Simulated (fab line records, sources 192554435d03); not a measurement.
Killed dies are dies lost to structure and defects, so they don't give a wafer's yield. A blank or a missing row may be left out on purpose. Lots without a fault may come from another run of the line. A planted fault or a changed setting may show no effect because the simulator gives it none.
Chamber matching | flow n5_finfet | N5_HKMG_FIN_DESCUM_53 on rie_diel-05: 4 sister chambers
The step chemistry O2, time 7.9 s. 14 wafers are shown with their chamber, then 7 later ones without.

WAFERS WITH THEIR CHAMBER
wafer  | chamber | showerhead_plenum_p_Torr (Torr) | oes_product_au (a.u.) | throttle_valve_pct (%)
L075.2 | 2       | 2.16                            | 0.73                  | 20.74
L075.4 | 1       | 1.99                            | 0.68                  | 20.50
L075.5 | 0       | 2.15                            | 0.69                  | 20.71
L082.1 | 2       | 2.16                            | 0.70                  | 20.75
L082.3 | 1       | 1.98                            | 0.68                  | 20.52
L082.6 | 2       | 2.16                            | 0.71                  | 20.76
L084.4 | 1       | 1.98                            | 0.68                  | 20.53
L084.5 | 2       | 2.16                            | 0.70                  | 20.76
L084.6 | 3       | 2.18                            | 0.71                  | 20.56
L086.3 | 3       | 2.18                            | 0.71                  | 20.55
L086.5 | 0       | 2.14                            | 0.96                  | 20.34
L086.6 | 1       | 1.98                            | 0.68                  | 20.56
L087.2 | 0       | 2.14                            | 0.95                  | 20.34
L087.4 | 3       | 2.18                            | 0.71                  | 20.57

SIGNATURES (means of the wafers above)
reading                  | chamber 0 | chamber 1 | chamber 2 | chamber 3 | scatter within a chamber
showerhead_plenum_p_Torr | 2.1433    | 1.9825    | 2.1600    | 2.1800    | 0.00376
oes_product_au           | 0.8667    | 0.6800    | 0.7100    | 0.7100    | 0.0689
throttle_valve_pct       | 20.4633   | 20.5275   | 20.7525   | 20.5600   | 0.0968
Rule: a wafer's distance from a chamber is the root of the sum, over the readings, of the square of ((its reading less the chamber's mean) divided by the reading's scatter). The wafer belongs to the nearest chamber; if the next one is less than 2 further off, it can't be placed. The scatter: the root of (the sum of the squares of (reading less its chamber's mean) over the shown wafers, divided by (wafers less chambers)).

WAFERS WITHOUT THEIR CHAMBER
wafer  | showerhead_plenum_p_Torr (Torr) | oes_product_au (a.u.) | throttle_valve_pct (%)
L087.6 | 2.14                            | 0.95                  | 20.36
L096.3 | 2.24                            | 0.94                  | 20.20
L096.4 | 2.17                            | 0.70                  | 20.62
L096.6 | 2.13                            | 0.90                  | 20.37
L097.3 | 2.17                            | 0.69                  | 20.61
L097.4 | 2.24                            | 0.93                  | 20.18
L097.5 | 2.24                            | 0.93                  | 20.18

WHICH CHAMBER EACH WENT THROUGH
wafer  | from the rows above     | in truth
L087.6 | 0                       | 0
L096.3 | 3                       | 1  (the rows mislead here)
L096.4 | can't be placed: 3 or 2 | 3
L096.6 | 0                       | 0
L097.3 | can't be placed: 3 or 2 | 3
L097.4 | 3                       | 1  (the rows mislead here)
L097.5 | 3                       | 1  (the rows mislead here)
Placed correctly: 2 of 7. Can't be placed from these rows: 2 (the true chamber is among the candidates in 2). Placed wrongly: 3.
